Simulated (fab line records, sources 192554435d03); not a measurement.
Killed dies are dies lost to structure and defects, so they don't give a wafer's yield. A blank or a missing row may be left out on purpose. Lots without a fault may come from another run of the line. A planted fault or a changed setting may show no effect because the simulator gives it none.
Split-lot experiment | flow n5_finfet | 7 lots, 21 wafers read, on a route of 1938 steps

THE SPLIT
At N5_FIN_CUT_COAT_19 (time 60 s, resist thk 20 nm), the setting spin_rpm was moved away from the recipe's 1500 rpm on 5 of the 21 wafers read, by -9.2% to +9.7%. The other wafers ran this setting at the recipe's value.

FROM THE SPLIT TO THE READING: what the file shows between them, 5 steps
- N5_FIN_CUT_COAT_29: time 60 s, resist thk 10 nm
- N5_FIN_CUT_COAT_02: resist thk 30 nm
- N5_FIN_CUT_DESCUM_13: chemistry O2, time 7 s
- N5_FIN_CUT_ETCH_30: etches underlayer in N2/H2, target depth 13 nm, time 10.4 s
- N5_FIN_CUT_ETCH_20: etches SiARC in CF4, target depth 26 nm, time 43.3 s

THE READING
SiARC_of_FIN_CUT_COAT_19.thk_nm (the simulator's own value, which no gauge read), in nm, at N5_FIN_CUT_ETCH_21 (etches SOC in N2/H2, target depth 219 nm, overetch 43.8 nm, time 523.5 s). The file gives no usual value for it. The 16 wafers here that ran the recipe average 11.8 nm, standard deviation 0.27 nm.

wafer  | tool, chamber at the split | spin_rpm as run, rpm | against the recipe | SiARC_of_FIN_CUT_COAT_19.thk_nm, nm | against lot-mates on the recipe
L077.1 | litho_track-04, 0          | 1606                 | +7.1%              | 11.2                                | -0.6
L077.4 | litho_track-04, 0          | 1500                 | recipe             | 11.8                                | -
L077.5 | litho_track-04, 0          | 1606                 | +7.1%              | 11                                  | -0.8
L081.2 | litho_track-04, 0          | 1500                 | recipe             | 11.6                                | -
L081.4 | litho_track-04, 0          | 1646                 | +9.7%              | 10.8                                | -0.8
L081.6 | litho_track-04, 0          | 1646                 | +9.7%              | 10.6                                | -1.0
L083.2 | litho_track-04, 0          | 1500                 | recipe             | 11.8                                | -
L083.6 | litho_track-04, 0          | 1500                 | recipe             | 11.8                                | -
L083.5 | litho_track-04, 0          | 1500                 | recipe             | 11.6                                | -
L084.2 | litho_track-05, 0          | 1500                 | recipe             | 12.2                                | -
L084.3 | litho_track-05, 0          | 1362                 | -9.2%              | 12.8                                | +0.9
L084.4 | litho_track-05, 0          | 1500                 | recipe             | 11.6                                | -
L086.3 | litho_track-04, 0          | 1500                 | recipe             | 11.6                                | -
L086.4 | litho_track-04, 0          | 1500                 | recipe             | 11.4                                | -
L086.5 | litho_track-04, 0          | 1500                 | recipe             | 11.4                                | -
L089.1 | litho_track-05, 0          | 1500                 | recipe             | 12.4                                | -
L089.5 | litho_track-05, 0          | 1500                 | recipe             | 12.2                                | -
L089.6 | litho_track-05, 0          | 1500                 | recipe             | 11.8                                | -
L097.1 | litho_track-04, 0          | 1500                 | recipe             | 11.8                                | -
L097.3 | litho_track-04, 0          | 1500                 | recipe             | 11.8                                | -
L097.6 | litho_track-04, 0          | 1500                 | recipe             | 12                                  | -

THE FIT
A straight line over all 21 wafers: SiARC_of_FIN_CUT_COAT_19.thk_nm changes by -0.108 nm for each +1% of spin_rpm; r = -0.87; the points scatter about the line by 0.26 nm.
The same after taking each lot's own level away (the mean of its wafers on the recipe; 21 wafers): -0.0955 nm for each +1%; r = -0.93; scatter 0.16 nm.
On that fit, the largest move of spin_rpm shifts the reading by 0.93 nm.
The lots' own levels span 11.47 to 12.13 nm, that is 2.4 times the standard deviation above.
So the lot-to-lot level changes the slope: the two fits differ.
Check: with one of the wafers moved furthest among these (+9.7%) left out of the fit, the line predicts -0.974 nm for it against its lot-mates. It came out at -0.8 nm against them.

OTHER SPLITS ON THESE WAFERS
These wafers also went through other splits before the reading. Each is held against what the fit with the lots' levels taken away leaves over:
other split on the same wafers                    | wafers away from the commonest value | r with SiARC_of_FIN_CUT_COAT_19.thk_nm (lot level and that fit taken away)
N5_PMOS_HMC_CHANNEL_EPI_PEB_07 peb_temp_c         | 5                                    | -0.12
N5_PMOS_HMC_CHANNEL_EPI_DEVELOP_08 develop_time_s | 6                                    | +0.15
N5_FIN_SAQP_PECVD_48 time_s                       | 10                                   | +0.05
N5_FIN_SAQP_PECVD_06 time_s                       | 3                                    | +0.30

THE WHOLE CHAIN: every reading that the file lists as answering this split, in the file's order
step               | what it does                                                             | reading                                                                          | change (the file's fit)                | r (the file's)
N5_FIN_CUT_COAT_19 | time 60 s, resist thk 20 nm                                              | SiARC_of_FIN_CUT_COAT_19.thk_nm (the simulator's own value, which no gauge read) | -0.0987 nm for each +1% of the setting | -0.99
N5_FIN_CUT_ETCH_20 | etches SiARC in CF4, target depth 26 nm, time 43.3 s                     | etch.depth_nm (the simulator's own value, which no gauge read)                   | -0.0998 nm for each +1% of the setting | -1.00
N5_FIN_CUT_ETCH_21 | etches SOC in N2/H2, target depth 219 nm, overetch 43.8 nm, time 523.5 s | SiARC_of_FIN_CUT_COAT_19.thk_nm (the simulator's own value, which no gauge read) | -0.0959 nm for each +1% of the setting | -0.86

THE FILE'S OWN FIT
SiARC_of_FIN_CUT_COAT_19.thk_nm changes by -0.0959 nm for each +1% of spin_rpm, r = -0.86.
